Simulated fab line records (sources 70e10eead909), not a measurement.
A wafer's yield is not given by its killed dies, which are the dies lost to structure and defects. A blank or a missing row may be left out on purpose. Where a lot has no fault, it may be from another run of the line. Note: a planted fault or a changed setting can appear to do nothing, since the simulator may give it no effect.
Matching of chambers || flow nand harc || NHARC_A_STAIRCASE_CMP_152 on cmp-03: 4 sister chambers
The step polishes. 8 wafers are shown with their chamber, then 9 later ones without.

## EACH WAFER AND ITS CHAMBER
{"wafer": "L074.5", "chamber": 2, "motor current A (A)": 11.6, "slurry filter dp kPa (kPa)": 13.62}
{"wafer": "L079.2", "chamber": 2, "motor current A (A)": 10.3, "slurry filter dp kPa (kPa)": 13.61}
{"wafer": "L085.4", "chamber": 1, "motor current A (A)": 14.4, "slurry filter dp kPa (kPa)": 13.48}
{"wafer": "L087.1", "chamber": 1, "motor current A (A)": 13.4, "slurry filter dp kPa (kPa)": 13.83}
{"wafer": "L087.4", "chamber": 0, "motor current A (A)": 13.6, "slurry filter dp kPa (kPa)": 13.60}
{"wafer": "L090.3", "chamber": 3, "motor current A (A)": 10.6, "slurry filter dp kPa (kPa)": 13.41}
{"wafer": "L090.5", "chamber": 0, "motor current A (A)": 13.8, "slurry filter dp kPa (kPa)": 13.32}
{"wafer": "L090.6", "chamber": 3, "motor current A (A)": 10.7, "slurry filter dp kPa (kPa)": 13.40}

## WAFERS WITH NO CHAMBER GIVEN
{"wafer": "L093.1", "motor current A (A)": 11.4, "slurry filter dp kPa (kPa)": 13.37}
{"wafer": "L093.4", "motor current A (A)": 13.5, "slurry filter dp kPa (kPa)": 13.59}
{"wafer": "L093.5", "motor current A (A)": 11.0, "slurry filter dp kPa (kPa)": 13.61}
{"wafer": "L094.1", "motor current A (A)": 10.5, "slurry filter dp kPa (kPa)": 13.54}
{"wafer": "L094.3", "motor current A (A)": 13.7, "slurry filter dp kPa (kPa)": 13.37}
{"wafer": "L094.5", "motor current A (A)": 10.8, "slurry filter dp kPa (kPa)": 13.78}
{"wafer": "L096.1", "motor current A (A)": 12.9, "slurry filter dp kPa (kPa)": 13.63}
{"wafer": "L096.4", "motor current A (A)": 12.1, "slurry filter dp kPa (kPa)": 13.69}
{"wafer": "L096.5", "motor current A (A)": 10.8, "slurry filter dp kPa (kPa)": 13.71}

## EACH ONE'S CHAMBER
{"wafer": "L093.1", "from the rows above": "can't be placed: 3 or 2", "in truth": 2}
{"wafer": "L093.4", "from the rows above": "can't be placed: 1 or 0", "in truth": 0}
{"wafer": "L093.5", "from the rows above": "can't be placed: 2 or 3", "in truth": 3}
{"wafer": "L094.1", "from the rows above": "can't be placed: 3 or 2", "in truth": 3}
{"wafer": "L094.3", "from the rows above": "can't be placed: 0 or 1", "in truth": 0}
{"wafer": "L094.5", "from the rows above": "can't be placed: 2 or 3", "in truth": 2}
{"wafer": "L096.1", "from the rows above": "can't be placed: 1 or 0 or 2", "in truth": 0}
{"wafer": "L096.4", "from the rows above": "can't be placed: 2 or 3 or 1 or 0", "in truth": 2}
{"wafer": "L096.5", "from the rows above": "can't be placed: 2 or 3", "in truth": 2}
Correctly placed: 0 of 9. From these rows, 9 cannot be placed; in 9 the true chamber is one of the candidates. 0 placed wrongly.
How it was worked out, from the rows above alone: a wafer's distance from a chamber is the root of the sum, over the readings, of the square of ((its reading less the chamber's mean) divided by the reading's scatter). The wafer belongs to the nearest chamber; if the next one is less than 2 further off, it can't be placed. For every chamber, the mean is computed from those of its wafers that are shown. The scatter: the root of (the sum of the squares of (reading less its chamber's mean) over the shown wafers, divided by (wafers less chambers)).
